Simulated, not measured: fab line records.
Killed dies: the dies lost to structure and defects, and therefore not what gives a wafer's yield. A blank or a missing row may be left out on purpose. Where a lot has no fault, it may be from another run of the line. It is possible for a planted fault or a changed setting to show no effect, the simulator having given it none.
Chamber matching | flow n5 finfet | N5_MOL_CONTACT_COAG_ALD_131 on ald sin-03 has 4 sister chambers
The step deposits SiO2, target thk 5 nm, pulse time 1 s, co reactant pulse time 1 s. 24 wafers are shown with their chamber, then 12 later ones without.

EACH WAFER AND ITS CHAMBER
wafer  | chamber | heater power w (W) | heater power outer w (W) | precursor pulse height rel
L077.2 | 0       | 70                 | 33                       | 0.991
L077.4 | 3       | 93                 | 50                       | 0.974
L077.5 | 2       | 78                 | 41                       | 1.023
L078.3 | 3       | 92                 | 48                       | 0.978
L078.4 | 1       | 80                 | 45                       | 1.014
L078.5 | 2       | 78                 | 42                       | 1.003
L082.1 | 0       | 73                 | 34                       | 0.993
L082.3 | 3       | 92                 | 47                       | 1.006
L082.6 | 3       | 94                 | 47                       | 0.979
L083.2 | 3       | 93                 | 50                       | 0.997
L083.3 | 0       | 72                 | 34                       | 0.969
L083.6 | 3       | 92                 | 48                       | 0.985
L085.1 | 2       | 80                 | 40                       | 1.009
L085.4 | 3       | 91                 | 48                       | 1.010
L085.5 | 1       | 81                 | 45                       | 0.989
L086.4 | 3       | 95                 | 47                       | 1.022
L086.5 | 2       | 81                 | 41                       | 1.005
L086.6 | 3       | 91                 | 46                       | 1.008
L087.3 | 3       | 93                 | 47                       | 0.979
L087.4 | 0       | 73                 | 34                       | 1.004
L087.6 | 0       | 70                 | 33                       | 1.034
L088.1 | 2       | 78                 | 42                       | 0.996
L088.4 | 1       | 81                 | 47                       | 1.025
L088.6 | 1       | 80                 | 46                       | 0.990

SIGNATURES, as means of the wafers listed above
reading                    | chamber 0 | chamber 1 | chamber 2 | chamber 3 | scatter within a chamber
heater power w             | 71.60     | 80.50     | 79.00     | 92.60     | 1.28
heater power outer w       | 33.60     | 45.75     | 41.20     | 47.80     | 1.06
precursor pulse height rel | 0.99820   | 1.00450   | 1.00720   | 0.99380   | 0.0176
Rule: a wafer lies at a distance from a chamber equal to the root of the sum of squares, over the readings, of (its reading less the chamber's mean, divided by the reading's scatter). If the next closest chamber is less than 2 further off than the closest, the wafer can't be placed; otherwise it belongs to the closest. The scatter: take each reading less its chamber's mean, square it, sum over the shown wafers, divide by the number of wafers less the number of chambers, and take the root.

WAFERS WHOSE CHAMBER IS MISSING
wafer  | heater power w (W) | heater power outer w (W) | precursor pulse height rel
L089.1 | 82                 | 45                       | 1.005
L089.2 | 70                 | 33                       | 0.982
L089.4 | 93                 | 48                       | 0.993
L090.2 | 72                 | 34                       | 0.994
L090.3 | 81                 | 46                       | 1.005
L090.5 | 77                 | 47                       | 1.047
L095.2 | 79                 | 42                       | 1.023
L095.4 | 71                 | 34                       | 1.023
L095.6 | 71                 | 34                       | 0.968
L097.2 | 81                 | 41                       | 0.987
L097.3 | 71                 | 34                       | 1.021
L097.5 | 81                 | 42                       | 0.992

WHICH CHAMBER EACH WENT THROUGH
wafer  | from the rows above     | in truth
L089.1 | 1                       | 1
L089.2 | 0                       | 0
L089.4 | 3                       | 3
L090.2 | 0                       | 0
L090.3 | 1                       | 1
L090.5 | 1                       | 1
L095.2 | 2                       | 2
L095.4 | 0                       | 0
L095.6 | 0                       | 0
L097.2 | 2                       | 2
L097.3 | 0                       | 0
L097.5 | can't be placed: 2 or 1 | 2
Correct placement for 11 of the 12. Not placeable from these rows: 1 (in 1, the candidates include the true chamber). 0 placed wrongly.
